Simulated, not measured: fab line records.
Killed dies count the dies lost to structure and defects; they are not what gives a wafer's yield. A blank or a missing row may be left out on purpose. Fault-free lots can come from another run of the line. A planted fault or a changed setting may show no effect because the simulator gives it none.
Chamber matching :: flow nand_harc :: NHARC_A_CHANNEL_HOLE_D1_ETCH_16 on rie_diel-01: 4 sister chambers
The step etches the open film in O2/COS, target depth 3100 nm, time 806 s. 18 wafers are shown with their chamber, then 9 later ones without.

EACH WAFER AND ITS CHAMBER
wafer: L450.2
chamber: 3
showerhead_plenum_p_Torr (Torr): 3.30
drypump_motor_current_A (A): 5.4
rf_vpp_V (V): 317.0

wafer: L450.4
chamber: 0
showerhead_plenum_p_Torr (Torr): 3.03
drypump_motor_current_A (A): 6.3
rf_vpp_V (V): 313.9

wafer: L450.5
chamber: 2
showerhead_plenum_p_Torr (Torr): 2.97
drypump_motor_current_A (A): 5.3
rf_vpp_V (V): 313.1

wafer: L452.1
chamber: 3
showerhead_plenum_p_Torr (Torr): 3.30
drypump_motor_current_A (A): 5.4
rf_vpp_V (V): 317.7

wafer: L452.4
chamber: 2
showerhead_plenum_p_Torr (Torr): 2.97
drypump_motor_current_A (A): 5.3
rf_vpp_V (V): 311.3

wafer: L452.5
chamber: 2
showerhead_plenum_p_Torr (Torr): 2.97
drypump_motor_current_A (A): 5.3
rf_vpp_V (V): 313.0

wafer: L453.2
chamber: 2
showerhead_plenum_p_Torr (Torr): 2.97
drypump_motor_current_A (A): 5.3
rf_vpp_V (V): 311.3

wafer: L453.3
chamber: 3
showerhead_plenum_p_Torr (Torr): 3.30
drypump_motor_current_A (A): 5.4
rf_vpp_V (V): 316.1

wafer: L453.4
chamber: 1
showerhead_plenum_p_Torr (Torr): 3.14
drypump_motor_current_A (A): 5.6
rf_vpp_V (V): 314.5

wafer: L455.2
chamber: 1
showerhead_plenum_p_Torr (Torr): 3.14
drypump_motor_current_A (A): 5.5
rf_vpp_V (V): 313.5

wafer: L455.3
chamber: 3
showerhead_plenum_p_Torr (Torr): 3.30
drypump_motor_current_A (A): 5.4
rf_vpp_V (V): 316.1

wafer: L455.4
chamber: 0
showerhead_plenum_p_Torr (Torr): 3.03
drypump_motor_current_A (A): 6.3
rf_vpp_V (V): 312.9

wafer: L456.3
chamber: 3
showerhead_plenum_p_Torr (Torr): 3.30
drypump_motor_current_A (A): 5.3
rf_vpp_V (V): 316.4

wafer: L456.5
chamber: 3
showerhead_plenum_p_Torr (Torr): 3.30
drypump_motor_current_A (A): 5.3
rf_vpp_V (V): 316.1

wafer: L456.6
chamber: 2
showerhead_plenum_p_Torr (Torr): 2.97
drypump_motor_current_A (A): 5.3
rf_vpp_V (V): 311.2

wafer: L457.1
chamber: 1
showerhead_plenum_p_Torr (Torr): 3.14
drypump_motor_current_A (A): 5.6
rf_vpp_V (V): 314.3

wafer: L457.4
chamber: 0
showerhead_plenum_p_Torr (Torr): 3.02
drypump_motor_current_A (A): 6.3
rf_vpp_V (V): 311.9

wafer: L457.6
chamber: 0
showerhead_plenum_p_Torr (Torr): 3.02
drypump_motor_current_A (A): 6.3
rf_vpp_V (V): 313.1

SIGNATURES, as means of the wafers listed above
reading: showerhead_plenum_p_Torr
chamber 0: 3.0250
chamber 1: 3.1400
chamber 2: 2.9700
chamber 3: 3.3000
scatter within a chamber: 0.00267

reading: drypump_motor_current_A
chamber 0: 6.300
chamber 1: 5.567
chamber 2: 5.300
chamber 3: 5.367
scatter within a chamber: 0.0378

reading: rf_vpp_V
chamber 0: 312.950
chamber 1: 314.100
chamber 2: 311.980
chamber 3: 316.567
scatter within a chamber: 0.782
Rule: for a wafer and a chamber, the distance is found by dividing, reading by reading, the gap between the wafer's reading and the chamber's mean by the reading's scatter, squaring, summing and taking the root. The wafer belongs to the nearest chamber; if the next one is less than 2 further off, it can't be placed. The scatter: the root of (the sum of the squares of (reading less its chamber's mean) over the shown wafers, divided by (wafers less chambers)).

WAFERS WITHOUT THEIR CHAMBER
wafer: L458.3
showerhead_plenum_p_Torr (Torr): 3.30
drypump_motor_current_A (A): 5.3
rf_vpp_V (V): 316.6

wafer: L458.4
showerhead_plenum_p_Torr (Torr): 2.97
drypump_motor_current_A (A): 5.3
rf_vpp_V (V): 312.4

wafer: L458.6
showerhead_plenum_p_Torr (Torr): 2.97
drypump_motor_current_A (A): 5.3
rf_vpp_V (V): 312.1

wafer: L459.1
showerhead_plenum_p_Torr (Torr): 3.02
drypump_motor_current_A (A): 6.3
rf_vpp_V (V): 312.1

wafer: L459.2
showerhead_plenum_p_Torr (Torr): 3.30
drypump_motor_current_A (A): 5.3
rf_vpp_V (V): 315.4

wafer: L459.6
showerhead_plenum_p_Torr (Torr): 3.02
drypump_motor_current_A (A): 6.3
rf_vpp_V (V): 313.1

wafer: L464.1
showerhead_plenum_p_Torr (Torr): 2.97
drypump_motor_current_A (A): 5.3
rf_vpp_V (V): 312.6

wafer: L465.2
showerhead_plenum_p_Torr (Torr): 3.30
drypump_motor_current_A (A): 5.3
rf_vpp_V (V): 318.8

wafer: L465.6
showerhead_plenum_p_Torr (Torr): 3.14
drypump_motor_current_A (A): 5.5
rf_vpp_V (V): 314.1

THE CHAMBER EACH PASSED THROUGH
wafer: L458.3
from the rows above: 3
in truth: 3

wafer: L458.4
from the rows above: 2
in truth: 2

wafer: L458.6
from the rows above: 2
in truth: 2

wafer: L459.1
from the rows above: 0
in truth: 0

wafer: L459.2
from the rows above: 3
in truth: 3

wafer: L459.6
from the rows above: 0
in truth: 0

wafer: L464.1
from the rows above: 2
in truth: 2

wafer: L465.2
from the rows above: 3
in truth: 3

wafer: L465.6
from the rows above: 1
in truth: 1
9 of 9 placed correctly. From these rows, 0 cannot be placed. Placed wrongly: 0.
